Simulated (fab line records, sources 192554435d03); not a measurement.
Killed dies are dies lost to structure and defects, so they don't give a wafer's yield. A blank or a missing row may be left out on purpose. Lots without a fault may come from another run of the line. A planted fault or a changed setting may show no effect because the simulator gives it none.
Chamber matching | flow n5_finfet | N5_BEOL_M11_CURE_72 on uv_cure-02: 3 sister chambers
The step cures SiCOH lowk, time 120 s. 30 wafers are shown with their chamber, then 12 later ones without.

WAFERS WITH THEIR CHAMBER
wafer  | chamber | wafer_temp_C_max | lamp_power_pct (%)
L074.2 | 1       | 373.4            | 52.35
L074.3 | 1       | 372.5            | 52.28
L074.4 | 1       | 372.4            | 52.45
L077.3 | 2       | 371.7            | 52.40
L077.4 | 2       | 371.3            | 52.31
L077.5 | 2       | 371.3            | 52.26
L081.1 | 2       | 371.5            | 52.36
L081.4 | 2       | 371.7            | 52.32
L081.6 | 2       | 371.7            | 52.29
L081.2 | 2       | 371.3            | 52.38
L081.3 | 2       | 371.3            | 52.31
L081.5 | 2       | 372.1            | 52.22
L086.2 | 0       | 371.5            | 52.32
L086.3 | 0       | 371.3            | 52.30
L086.4 | 0       | 371.3            | 52.36
L087.3 | 2       | 371.3            | 52.25
L087.4 | 2       | 371.0            | 52.26
L087.5 | 2       | 371.2            | 52.19
L091.1 | 1       | 372.7            | 52.31
L091.2 | 1       | 373.1            | 52.36
L091.6 | 1       | 372.3            | 52.25
L091.3 | 1       | 372.7            | 52.28
L091.4 | 1       | 372.4            | 52.38
L091.5 | 1       | 373.0            | 52.27
L090.1 | 1       | 372.9            | 52.35
L090.2 | 1       | 371.9            | 52.28
L090.6 | 1       | 372.5            | 52.37
L090.3 | 1       | 371.5            | 52.24
L090.4 | 1       | 372.7            | 52.30
L090.5 | 1       | 372.6            | 52.33

SIGNATURES (means of the wafers above)
reading          | chamber 0 | chamber 1 | chamber 2 | scatter within a chamber
wafer_temp_C_max | 371.367   | 372.573   | 371.450   | 0.388
lamp_power_pct   | 52.3267   | 52.3200   | 52.2958   | 0.0584
Rule: a wafer's distance from a chamber is the root of the sum, over the readings, of the square of ((its reading less the chamber's mean) divided by the reading's scatter). The wafer belongs to the nearest chamber; if the next one is less than 2 further off, it can't be placed. The scatter: the root of (the sum of the squares of (reading less its chamber's mean) over the shown wafers, divided by (wafers less chambers)).

WAFERS WITHOUT THEIR CHAMBER
wafer  | wafer_temp_C_max | lamp_power_pct (%)
L093.1 | 372.6            | 52.31
L093.2 | 371.7            | 52.36
L093.4 | 371.3            | 52.32
L093.3 | 371.5            | 52.23
L093.5 | 371.1            | 52.32
L093.6 | 371.4            | 52.34
L095.1 | 372.1            | 52.31
L095.2 | 371.8            | 52.33
L095.3 | 371.6            | 52.30
L095.4 | 371.4            | 52.34
L095.5 | 372.2            | 52.35
L095.6 | 372.1            | 52.22

WHICH CHAMBER EACH WENT THROUGH
wafer  | from the rows above          | in truth
L093.1 | 1                            | 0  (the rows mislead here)
L093.2 | can't be placed: 0 or 2 or 1 | 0
L093.4 | can't be placed: 0 or 2      | 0
L093.3 | can't be placed: 2 or 0      | 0
L093.5 | can't be placed: 0 or 2      | 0
L093.6 | can't be placed: 0 or 2      | 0
L095.1 | can't be placed: 1 or 2 or 0 | 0
L095.2 | can't be placed: 2 or 0 or 1 | 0
L095.3 | can't be placed: 2 or 0      | 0
L095.4 | can't be placed: 0 or 2      | 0
L095.5 | can't be placed: 1 or 2 or 0 | 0
L095.6 | can't be placed: 1 or 2 or 0 | 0
Placed correctly: 0 of 12. Can't be placed from these rows: 11 (the true chamber is among the candidates in 11). Placed wrongly: 1.
